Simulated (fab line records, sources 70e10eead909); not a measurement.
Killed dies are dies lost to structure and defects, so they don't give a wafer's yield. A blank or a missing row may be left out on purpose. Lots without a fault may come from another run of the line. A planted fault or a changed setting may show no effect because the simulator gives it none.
Chamber matching | flow nand_harc | NHARC_P_M0_STRIP_18 on rie_diel-01: 4 sister chambers
The step strips in N2/H2. 4 wafers are shown with their chamber, then 7 later ones without.

WAFERS WITH THEIR CHAMBER
wafer  | chamber | rf_vpp_V (V)
L089.2 | 0       | 90.3
L089.4 | 2       | 89.2
L092.1 | 3       | 91.5
L092.5 | 1       | 90.4

WAFERS WITHOUT THEIR CHAMBER
wafer  | rf_vpp_V (V)
L092.6 | 89.1
L093.1 | 90.8
L093.3 | 90.4
L093.5 | 89.1
L094.3 | 89.1
L094.4 | 90.2
L094.5 | 92.2

WHICH CHAMBER EACH WENT THROUGH
wafer  | from the rows above          | in truth
L092.6 | 2                            | 2
L093.1 | can't be placed: 1 or 0 or 3 | 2
L093.3 | can't be placed: 1 or 0      | 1
L093.5 | 2                            | 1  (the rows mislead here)
L094.3 | 2                            | 2
L094.4 | can't be placed: 0 or 1      | 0
L094.5 | 3                            | 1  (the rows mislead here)
Placed correctly: 2 of 7. Can't be placed from these rows: 3 (the true chamber is among the candidates in 2). Placed wrongly: 2.
How it was worked out, from the rows above alone: a wafer's distance from a chamber is the root of the sum, over the readings, of the square of ((its reading less the chamber's mean) divided by the reading's scatter). The wafer belongs to the nearest chamber; if the next one is less than 2 further off, it can't be placed. A chamber's mean is the mean of its shown wafers. The scatter: with one shown wafer a chamber, the root of the mean of the squares of how far each hidden wafer lies from its nearest shown one.
